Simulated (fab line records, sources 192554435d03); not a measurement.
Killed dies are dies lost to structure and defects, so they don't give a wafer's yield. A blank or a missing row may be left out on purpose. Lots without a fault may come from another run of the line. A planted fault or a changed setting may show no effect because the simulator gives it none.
Which tool did it? | flow n5_finfet | 24 lots, 72 wafers sampled, at 6 steps of a route of 1938

WHAT THE GAUGES READ, wafer by wafer
N5_BEOL_M9_CD_MEAS_28: target cd 70 nm. Usual: cd_nm 70.03 nm, standard deviation 0.25.
lot  | measured     | on        | cd_nm (nm)        | flag
L075 | day 10 19:50 | cd_sem-03 | 69.72 70.04 69.76 |
L074 | day 10 23:20 | cd_sem-01 | 70.29 69.53 69.97 |
L076 | day 11 07:43 | cd_sem-02 | 70.51 69.90 69.77 |
L077 | day 11 13:23 | cd_sem-02 | 70.06 69.86 69.65 |
L079 | day 11 18:41 | cd_sem-01 | 70.19 70.22 70.40 |
L078 | day 11 18:50 | cd_sem-01 | 69.85 69.97 70.02 |
L080 | day 11 20:36 | cd_sem-01 | 70.07 70.06 69.71 |
L083 | day 12 03:29 | cd_sem-03 | 70.23 69.97 70.23 |
L081 | day 12 23:10 | cd_sem-02 | 70.34 70.33 70.00 |
L084 | day 13 08:34 | cd_sem-03 | 69.99 69.93 69.76 |
L082 | day 13 08:37 | cd_sem-03 | 70.20 70.29 70.14 |
L088 | day 13 11:47 | cd_sem-03 | 69.94 70.13 69.66 |
L085 | day 13 17:26 | cd_sem-03 | 70.35 70.06 70.44 |
L086 | day 14 04:28 | cd_sem-02 | 70.54 69.87 70.00 |
L087 | day 14 06:58 | cd_sem-03 | 70.19 70.01 69.97 |
L089 | day 14 12:14 | cd_sem-01 | 69.81 70.04 70.21 |
L092 | day 14 18:26 | cd_sem-03 | 70.60 70.08 70.78 |
L090 | day 14 22:43 | cd_sem-02 | 70.52 69.74 70.10 |
L091 | day 14 23:40 | cd_sem-03 | 69.69 69.82 69.55 |
L093 | day 15 07:40 | cd_sem-03 | 69.96 69.78 69.95 |
L094 | day 15 12:35 | cd_sem-02 | 70.08 70.25 70.00 |
L095 | day 15 21:12 | cd_sem-02 | 70.14 70.13 70.18 |
L096 | day 16 12:40 | cd_sem-03 | 70.24 69.81 69.82 |
L097 | day 16 19:59 | cd_sem-02 | 70.00 70.36 69.83 |

N5_BEOL_M10_CD_MEAS_11: target cd 64.1 nm. Usual: cd_nm 64.1 nm, standard deviation 0.55.
lot  | measured     | on        | cd_nm (nm)     | flag
L075 | day 11 02:44 | cd_sem-01 | 63.8 63.5 63.7 |
L074 | day 11 06:41 | cd_sem-02 | 64.1 64.3 64.6 |
L076 | day 11 14:44 | cd_sem-01 | 65.0 64.9 65.1 |
L077 | day 11 19:39 | cd_sem-03 | 63.7 63.2 63.9 |
L079 | day 11 23:40 | cd_sem-01 | 64.2 64.6 64.4 |
L078 | day 11 23:50 | cd_sem-03 | 64.5 63.9 64.5 |
L080 | day 12 04:35 | cd_sem-03 | 65.0 66.1 65.0 |
L083 | day 12 09:10 | cd_sem-01 | 63.6 64.2 63.5 |
L081 | day 13 05:54 | cd_sem-02 | 64.2 63.2 64.0 |
L084 | day 13 15:44 | cd_sem-02 | 64.1 64.2 64.4 |
L082 | day 13 15:55 | cd_sem-03 | 64.2 63.7 64.1 |
L088 | day 13 19:02 | cd_sem-02 | 64.3 64.9 64.5 |
L085 | day 13 23:00 | cd_sem-02 | 64.5 64.2 64.3 |
L086 | day 14 09:02 | cd_sem-02 | 65.0 65.3 64.6 |
L087 | day 14 11:13 | cd_sem-01 | 64.3 64.4 64.9 |
L089 | day 14 19:22 | cd_sem-03 | 63.8 64.1 64.0 |
L092 | day 14 23:07 | cd_sem-03 | 64.1 64.4 63.6 |
L090 | day 15 04:53 | cd_sem-01 | 63.8 63.9 63.7 |
L091 | day 15 05:04 | cd_sem-03 | 64.5 64.5 64.2 |
L093 | day 15 13:38 | cd_sem-03 | 63.6 63.0 63.8 |
L094 | day 15 18:45 | cd_sem-02 | 64.4 64.8 64.1 |
L095 | day 16 02:16 | cd_sem-01 | 63.9 64.4 63.6 |
L096 | day 16 17:46 | cd_sem-02 | 63.8 63.5 63.7 |
L097 | day 17 01:38 | cd_sem-01 | 64.4 63.8 64.1 |

WHICH TOOL RAN EACH LOT (tool, then ch and the chambers of the sampled wafers, then the start)
lot  | N5_BEOL_M9_ETCH_65                 | N5_BEOL_M9_ETCH_41                            | N5_BEOL_M10_ILD_DEP_00          | N5_BEOL_M10_HM_DEP_02
L075 | rie_diel-02 ch 2,3, day 10 20:01   | rie_diel-02 ch 2,3, day 11 00:15 or earlier   | pecvd-01 ch 0,1,2, day 11 00:15 | pvd_sputter-01, day 11 02:22
L074 | rie_diel-05 ch 0,3, day 10 23:31   | rie_diel-05 ch 0,3, day 11 03:18 or earlier   | pecvd-03 ch 1,2, day 11 03:18   | pvd_sputter-01, day 11 06:11
L076 | rie_diel-04 ch 1,2,3, day 11 07:55 | rie_diel-04 ch 1,2,3, day 11 12:08 or earlier | pecvd-03 ch 0,1,2, day 11 12:08 | pvd_sputter-01, day 11 14:14
L077 | rie_diel-02 ch 0,1, day 11 13:34   | rie_diel-02 ch 0,1, day 11 16:53 or earlier   | pecvd-03 ch 0,2, day 11 16:53   | pvd_sputter-03, day 11 19:17
L079 | rie_diel-02 ch 0,2,3, day 11 18:55 | rie_diel-02 ch 0,2,3, day 11 22:17 or earlier | pecvd-01 ch 0,2, day 11 22:17   | pvd_sputter-03, day 11 23:10
L078 | rie_diel-04 ch 0,2,3, day 11 19:21 | rie_diel-04 ch 0,2,3, day 11 22:22 or earlier | pecvd-04 ch 1,2, day 11 22:22   | pvd_sputter-01, day 11 23:13
L080 | rie_diel-05 ch 2,3, day 11 20:46   | rie_diel-05 ch 2,3, day 11 23:44 or earlier   | pecvd-01 ch 0,1, day 11 23:44   | pvd_sputter-01, day 12 04:05
L083 | rie_diel-04 ch 0,3, day 12 03:40   | rie_diel-04 ch 0,3, day 12 07:34 or earlier   | pecvd-04 ch 1,2, day 12 07:34   | pvd_sputter-01, day 12 08:40
L081 | rie_diel-04 ch 0,1,3, day 12 23:21 | rie_diel-04 ch 0,1,3, day 13 04:16 or earlier | pecvd-03 ch 0,2, day 13 04:16   | pvd_sputter-01, day 13 05:24
L084 | rie_diel-05 ch 0,1,2, day 13 08:45 | rie_diel-05 ch 0,1,2, day 13 12:23 or earlier | pecvd-03 ch 0,2, day 13 12:23   | pvd_sputter-02, day 13 15:21
L082 | rie_diel-02 ch 1,2,3, day 13 08:47 | rie_diel-02 ch 1,2,3, day 13 12:32 or earlier | pecvd-04 ch 0,1, day 13 12:32   | pvd_sputter-02, day 13 15:33
L088 | rie_diel-02 ch 0,1, day 13 12:01   | rie_diel-02 ch 0,1, day 13 17:01 or earlier   | pecvd-03 ch 1,2, day 13 17:01   | pvd_sputter-01, day 13 18:32
L085 | rie_diel-05 ch 0,1,2, day 13 17:37 | rie_diel-05 ch 0,1,2, day 13 20:53 or earlier | pecvd-03 ch 1,2, day 13 20:53   | pvd_sputter-02, day 13 22:30
L086 | rie_diel-02 ch 2,3, day 14 04:38   | rie_diel-02 ch 2,3, day 14 07:16 or earlier   | pecvd-01 ch 0,1, day 14 07:16   | pvd_sputter-03, day 14 08:40
L087 | rie_diel-05 ch 0,3, day 14 07:12   | rie_diel-05 ch 0,3, day 14 10:02 or earlier   | pecvd-01 ch 0,1,2, day 14 10:02 | pvd_sputter-01, day 14 10:44
L089 | rie_diel-04 ch 0,3, day 14 12:41   | rie_diel-04 ch 0,3, day 14 16:19 or earlier   | pecvd-03 ch 0,2, day 14 16:19   | pvd_sputter-01, day 14 18:59
L092 | rie_diel-04 ch 0,1,2, day 14 18:37 | rie_diel-04 ch 0,1,2, day 14 21:13 or earlier | pecvd-03 ch 0,1,2, day 14 21:13 | pvd_sputter-01, day 14 22:37
L090 | rie_diel-05 ch 1,2,3, day 14 22:53 | rie_diel-05 ch 1,2,3, day 15 02:38 or earlier | pecvd-01 ch 0,1, day 15 02:38   | pvd_sputter-01, day 15 04:24
L091 | rie_diel-05 ch 0,1,2, day 14 23:59 | rie_diel-05 ch 0,1,2, day 15 03:07 or earlier | pecvd-03 ch 0,1,2, day 15 03:07 | pvd_sputter-03, day 15 04:34
L093 | rie_diel-02 ch 0,1,3, day 15 07:50 | rie_diel-02 ch 0,1,3, day 15 10:48 or earlier | pecvd-03 ch 1,2, day 15 10:48   | pvd_sputter-01, day 15 13:08
L094 | rie_diel-05 ch 0,2,3, day 15 12:45 | rie_diel-05 ch 0,2,3, day 15 17:02 or earlier | pecvd-03 ch 0,1,2, day 15 17:02 | pvd_sputter-01, day 15 18:23
L095 | rie_diel-05 ch 2,3, day 15 21:23   | rie_diel-05 ch 2,3, day 16 00:14 or earlier   | pecvd-04 ch 0,1,2, day 16 00:14 | pvd_sputter-02, day 16 01:53
L096 | rie_diel-02 ch 1,2, day 16 12:51   | rie_diel-02 ch 1,2, day 16 16:08 or earlier   | pecvd-04 ch 0,2, day 16 16:08   | pvd_sputter-01, day 16 17:23
L097 | rie_diel-05 ch 0,1,3, day 16 20:09 | rie_diel-05 ch 0,1,3, day 16 23:26 or earlier | pecvd-03 ch 0, day 16 23:26     | pvd_sputter-03, day 17 01:08
- N5_BEOL_M9_ETCH_65: etches SiARC in CF4, target depth 15.6 nm, time 26 s.
- N5_BEOL_M9_ETCH_41: etches SiCN in CH3F/O2, target depth 36.6 nm, time 70.1 s.
- N5_BEOL_M10_ILD_DEP_00: deposits SiCOH lowk from DEMS/porogen, target thk 308.51 nm, time 58 s.
- N5_BEOL_M10_HM_DEP_02: deposits TiN, target thk 20 nm.

WHAT THE TOOLS THEMSELVES READ (means of the sampled wafers that have a number; where no wafer has one, the mark that the record gives instead)
N5_BEOL_M9_ETCH_65. Usual: drypump_motor_current_A 5.7 A, standard deviation 0.44; etch_rf_on_time_s 26.0 s, standard deviation 0.58; oes_product_au 0.69 a.u., standard deviation 0.071; rf_vpp_V 184.3 V, standard deviation 1.4; showerhead_plenum_p_Torr 2.16 Torr, standard deviation 0.086; throttle_valve_pct 15.67 %, standard deviation 0.2.
lot  | tool        | drypump_motor_current_A (A) | etch_rf_on_time_s (s) | oes_product_au (a.u.) | rf_vpp_V (V) | showerhead_plenum_p_Torr (Torr) | throttle_valve_pct (%) | flag
L075 | rie_diel-02 | 5.7                         | 25.7                  | 0.76                  | 183.9        | 2.15                            | 15.52                  |
L074 | rie_diel-05 | 5.6                         | 25.8                  | 0.63                  | 183.8        | 2.10                            | 15.67                  |
L076 | rie_diel-04 | 5.9                         | 26.1                  | 0.65                  | 184.0        | 2.14                            | 15.84                  |
L077 | rie_diel-02 | 5.5                         | 25.5                  | 0.66                  | 183.3        | 2.12                            | 15.84                  |
L079 | rie_diel-02 | 5.8                         | 25.7                  | 0.69                  | 185.6        | 2.15                            | 15.65                  |
L078 | rie_diel-04 | 5.7                         | 26.0                  | 0.70                  | 184.3        | 2.20                            | 15.72                  |
L080 | rie_diel-05 | 5.8                         | 25.9                  | 0.70                  | 183.6        | 2.20                            | 15.52                  |
L083 | rie_diel-04 | 5.3                         | 25.7                  | 0.72                  | 184.7        | 2.19                            | 15.55                  |
L081 | rie_diel-04 | 5.4                         | 26.3                  | 0.74                  | 184.7        | 2.14                            | 15.54                  |
L084 | rie_diel-05 | 5.7                         | 26.5                  | 0.69                  | 184.9        | 2.15                            | 15.65                  |
L082 | rie_diel-02 | 5.5                         | 25.2                  | 0.73                  | 184.2        | 2.15                            | 15.61                  |
L088 | rie_diel-02 | 5.6                         | 25.8                  | 0.65                  | 183.6        | 2.11                            | 15.88                  |
L085 | rie_diel-05 | 5.7                         | 26.5                  | 0.68                  | 184.5        | 2.15                            | 15.65                  |
L086 | rie_diel-02 | 5.8                         | 25.9                  | 0.72                  | 184.2        | 2.14                            | 15.58                  |
L087 | rie_diel-05 | 5.7                         | 26.0                  | 0.73                  | 185.9        | 2.26                            | 15.44                  |
L089 | rie_diel-04 | 5.7                         | 26.0                  | 0.66                  | 183.1        | 2.12                            | 15.74                  |
L092 | rie_diel-04 | 5.4                         | 25.9                  | 0.74                  | 184.2        | 2.20                            | 15.57                  |
L090 | rie_diel-05 | 5.9                         | 26.4                  | 0.63                  | 184.3        | 2.14                            | 15.72                  |
L091 | rie_diel-05 | 5.7                         | 26.5                  | 0.67                  | 183.5        | 2.15                            | 15.68                  |
L093 | rie_diel-02 | 5.5                         | 25.6                  | 0.68                  | 183.0        | 2.10                            | 15.78                  |
L094 | rie_diel-05 | 5.6                         | 26.0                  | 0.71                  | 184.7        | 2.20                            | 15.55                  |
L095 | rie_diel-05 | 5.8                         | 26.1                  | 0.67                  | 185.0        | 2.18                            | 15.59                  |
L096 | rie_diel-02 | 5.6                         | 25.9                  | 0.70                  | 184.9        | 2.19                            | 15.65                  |
L097 | rie_diel-05 | 5.9                         | 26.6                  | 0.67                  | 184.8        | 2.20                            | 15.63                  |

N5_BEOL_M9_ETCH_41. Usual: O2_flow_sccm 20.00 sccm, standard deviation 0.061; drypump_motor_current_A 5.7 A, standard deviation 0.43; oes_product_au 0.80 a.u., standard deviation 0.082; rf_vpp_V 297.7 V, standard deviation 1.8; showerhead_plenum_p_Torr 2.02 Torr, standard deviation 0.081; throttle_valve_pct 16.38 %, standard deviation 0.21.
lot  | tool        | O2_flow_sccm (sccm) | drypump_motor_current_A (A) | oes_product_au (a.u.) | rf_vpp_V (V) | showerhead_plenum_p_Torr (Torr) | throttle_valve_pct (%) | flag
L075 | rie_diel-02 | 20.05               | 5.7                         | 0.89                  | 298.3        | 2.00                            | 16.24                  |
L074 | rie_diel-05 | 19.99               | 5.6                         | 0.74                  | 296.8        | 1.96                            | 16.34                  |
L076 | rie_diel-04 | 20.03               | 5.8                         | 0.77                  | 297.1        | 2.00                            | 16.58                  |
L077 | rie_diel-02 | 20.03               | 5.5                         | 0.77                  | 296.8        | 1.98                            | 16.56                  |
L079 | rie_diel-02 | 20.04               | 5.8                         | 0.81                  | 298.2        | 2.01                            | 16.36                  |
L078 | rie_diel-04 | 20.00               | 5.7                         | 0.83                  | 298.3        | 2.05                            | 16.45                  |
L080 | rie_diel-05 | 19.96               | 5.8                         | 0.82                  | 298.2        | 2.05                            | 16.24                  |
L083 | rie_diel-04 | 19.92               | 5.3                         | 0.84                  | 298.8        | 2.06                            | 16.32                  |
L081 | rie_diel-04 | 19.95               | 5.4                         | 0.87                  | 296.9        | 2.01                            | 16.33                  |
L084 | rie_diel-05 | 20.01               | 5.7                         | 0.81                  | 297.9        | 2.01                            | 16.36                  |
L082 | rie_diel-02 | 20.06               | 5.6                         | 0.87                  | 298.0        | 2.00                            | 16.31                  |
L088 | rie_diel-02 | 20.05               | 5.5                         | 0.75                  | 296.8        | 1.97                            | 16.59                  |
L085 | rie_diel-05 | 20.05               | 5.7                         | 0.80                  | 297.2        | 2.01                            | 16.36                  |
L086 | rie_diel-02 | 19.99               | 5.7                         | 0.84                  | 297.2        | 2.00                            | 16.29                  |
L087 | rie_diel-05 | 20.01               | 5.7                         | 0.86                  | 299.0        | 2.11                            | 16.14                  |
L089 | rie_diel-04 | 20.07               | 5.7                         | 0.79                  | 297.0        | 1.99                            | 16.53                  |
L092 | rie_diel-04 | 20.03               | 5.4                         | 0.86                  | 298.9        | 2.06                            | 16.30                  |
L090 | rie_diel-05 | 20.02               | 5.9                         | 0.74                  | 297.6        | 2.00                            | 16.43                  |
L091 | rie_diel-05 | 19.96               | 5.7                         | 0.78                  | 297.4        | 2.00                            | 16.38                  |
L093 | rie_diel-02 | 19.97               | 5.5                         | 0.80                  | 296.7        | 1.96                            | 16.51                  |
L094 | rie_diel-05 | 20.00               | 5.6                         | 0.82                  | 297.9        | 2.05                            | 16.25                  |
L095 | rie_diel-05 | 19.98               | 5.8                         | 0.79                  | 297.4        | 2.04                            | 16.31                  |
L096 | rie_diel-02 | 20.00               | 5.6                         | 0.82                  | 298.1        | 2.04                            | 16.29                  |
L097 | rie_diel-05 | 20.02               | 5.9                         | 0.78                  | 298.1        | 2.06                            | 16.32                  |

N5_BEOL_M10_ILD_DEP_00. Usual: heater_power_w 351 W, standard deviation 63; showerhead_plenum_p_Torr 5.737 Torr, standard deviation 0.019; throttle_valve_pct 14.2 %, standard deviation 0.99.
lot  | tool     | heater_power_w (W) | showerhead_plenum_p_Torr (Torr) | throttle_valve_pct (%) | flag
L075 | pecvd-01 | 377                | 5.737                           | 14.6                   |
L074 | pecvd-03 | 336                | 5.725                           | 13.9                   |
L076 | pecvd-03 | 361                | 5.731                           | 14.1                   |
L077 | pecvd-03 | 276                | 5.744                           | 13.9                   |
L079 | pecvd-01 | 335                | 5.733                           | 14.7                   |
L078 | pecvd-04 | 350                | 5.723                           | 13.6                   |
L080 | pecvd-01 | 434                | 5.738                           | 15.5                   |
L083 | pecvd-04 | 321                | 5.733                           | 13.5                   |
L081 | pecvd-03 | 313                | 5.753                           | 14.0                   |
L084 | pecvd-03 | 373                | 5.748                           | 14.3                   |
L082 | pecvd-04 | 346                | 5.732                           | 13.8                   |
L088 | pecvd-03 | 326                | 5.729                           | 14.1                   |
L085 | pecvd-03 | 349                | 5.724                           | 14.3                   |
L086 | pecvd-01 | 381                | 5.741                           | 14.6                   |
L087 | pecvd-01 | 354                | 5.744                           | 14.7                   |
L089 | pecvd-03 | 299                | 5.750                           | 13.9                   |
L092 | pecvd-03 | 363                | 5.743                           | 14.4                   |
L090 | pecvd-01 | 391                | 5.751                           | 14.6                   |
L091 | pecvd-03 | 354                | 5.745                           | 14.1                   |
L093 | pecvd-03 | 310                | 5.734                           | 13.7                   |
L094 | pecvd-03 | 335                | 5.733                           | 14.3                   |
L095 | pecvd-04 | 323                | 5.743                           | 13.6                   |
L096 | pecvd-04 | 341                | 5.743                           | 13.6                   |
L097 | pecvd-03 | 368                | 5.757                           | 14.7                   |

N5_BEOL_M10_HM_DEP_02. Usual: throttle_valve_pct 30.0 %, standard deviation 0.88.
lot  | tool           | throttle_valve_pct (%) | flag
L075 | pvd_sputter-01 | 30.4                   |
L074 | pvd_sputter-01 | 29.9                   |
L076 | pvd_sputter-01 | 30.6                   |
L077 | pvd_sputter-03 | 29.0                   |
L079 | pvd_sputter-03 | 29.7                   |
L078 | pvd_sputter-01 | 30.1                   |
L080 | pvd_sputter-01 | 29.5                   |
L083 | pvd_sputter-01 | 30.1                   |
L081 | pvd_sputter-01 | 30.6                   |
L084 | pvd_sputter-02 | 30.0                   |
L082 | pvd_sputter-02 | 29.9                   |
L088 | pvd_sputter-01 | 29.6                   |
L085 | pvd_sputter-02 | 29.7                   |
L086 | pvd_sputter-03 | 30.6                   |
L087 | pvd_sputter-01 | 29.9                   |
L089 | pvd_sputter-01 | 29.9                   |
L092 | pvd_sputter-01 | 29.9                   |
L090 | pvd_sputter-01 | 30.2                   |
L091 | pvd_sputter-03 | 29.8                   |
L093 | pvd_sputter-01 | 30.1                   |
L094 | pvd_sputter-01 | 30.1                   |
L095 | pvd_sputter-02 | 30.1                   |
L096 | pvd_sputter-01 | 29.9                   |
L097 | pvd_sputter-03 | 28.9                   |

THE ANSWER, worked out from the rows above alone
Rule: a lot is off if the mean of its wafers that have a number lies more than 3 standard deviations from the usual mean. A lot without any number at a reading at which 4 lots or more have one is off too. The other lots that the step has rows for count as sound. The gauges are gone through in route order, then the tools' own readings, and for those a lot's mean is taken as printed above. The first step at which some lot is off is used, and at that step the reading that is off furthest; a lot without a number counts as furthest.
No lot is off at any reading shown: from this, nothing can be told.

WHAT THE SIMULATOR HAD PUT IN
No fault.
